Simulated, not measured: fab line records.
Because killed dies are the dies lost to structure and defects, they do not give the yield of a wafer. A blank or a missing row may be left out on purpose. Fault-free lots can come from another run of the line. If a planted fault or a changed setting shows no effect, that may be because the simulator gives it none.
Chamber matching -- flow n5-finfet -- N5_BEOL_M2_ETCHBACK_99 on rie-diel-04 has 4 sister chambers
The step etches SiO2 in CHF3, target depth 5 nm, time 10.4 s. 22 wafers are shown with their chamber, then 11 later ones without.

WAFERS PAIRED WITH THEIR CHAMBERS
wafer,chamber,drypump-motor-current-A (A),rf-vpp-V (V),showerhead-plenum-p-Torr (Torr)
L076.1,2,4.9,248,2.16
L076.4,2,4.9,250,2.16
L076.6,3,6.5,228,2.20
L077.3,2,4.9,249,2.16
L077.5,2,4.9,250,2.16
L077.6,1,6.4,250,2.20
L079.2,0,5.7,243,2.15
L079.3,2,4.9,250,2.16
L079.4,2,4.9,249,2.16
L081.1,0,5.8,242,2.15
L081.2,1,6.4,251,2.20
L081.5,1,6.4,251,2.20
L088.3,1,6.4,253,2.20
L088.5,0,5.8,242,2.14
L088.6,3,6.5,228,2.19
L087.2,1,6.4,251,2.20
L087.3,2,4.9,249,2.16
L087.5,1,6.3,250,2.20
L091.1,2,4.9,250,2.15
L091.2,1,6.4,251,2.19
L091.4,0,5.7,242,2.14
L093.1,1,6.4,252,2.19

SIGNATURES (means of the wafers above)
reading,chamber 0,chamber 1,chamber 2,chamber 3,scatter within a chamber
drypump-motor-current-A,5.750,6.388,4.900,6.500,0.0323
rf-vpp-V,242.25,251.12,249.38,228.00,0.799
showerhead-plenum-p-Torr,2.1450,2.1975,2.1587,2.1950,0.00464
Rule: for each reading, subtract the chamber's mean from the wafer's reading, divide by that reading's scatter and square the result; add these up over the readings and take the root, which gives the wafer's distance from the chamber. The wafer belongs to the nearest chamber; if the next one is less than 2 further off, it can't be placed. The scatter is the square root of a quotient: the sum, over the shown wafers, of each reading's squared deviation from its chamber's mean, divided by wafers minus chambers.

WAFERS WITH NO CHAMBER GIVEN
wafer,drypump-motor-current-A (A),rf-vpp-V (V),showerhead-plenum-p-Torr (Torr)
L093.5,4.9,249,2.15
L093.6,6.3,252,2.19
L094.2,5.8,242,2.14
L094.3,4.9,251,2.15
L094.4,4.9,249,2.15
L097.1,5.7,244,2.14
L097.2,6.4,252,2.19
L097.4,6.4,250,2.19
L096.2,5.7,244,2.14
L096.3,6.3,252,2.19
L096.4,5.7,243,2.14

WHICH CHAMBER EACH ONE RAN IN
wafer,from the rows above,in truth
L093.5,2,2
L093.6,1,1
L094.2,0,0
L094.3,2,2
L094.4,2,2
L097.1,0,0
L097.2,1,1
L097.4,1,1
L096.2,0,0
L096.3,1,1
L096.4,0,0
Placed correctly: 11 of 11. Can't be placed from these rows: 0. Wrongly placed: 0.
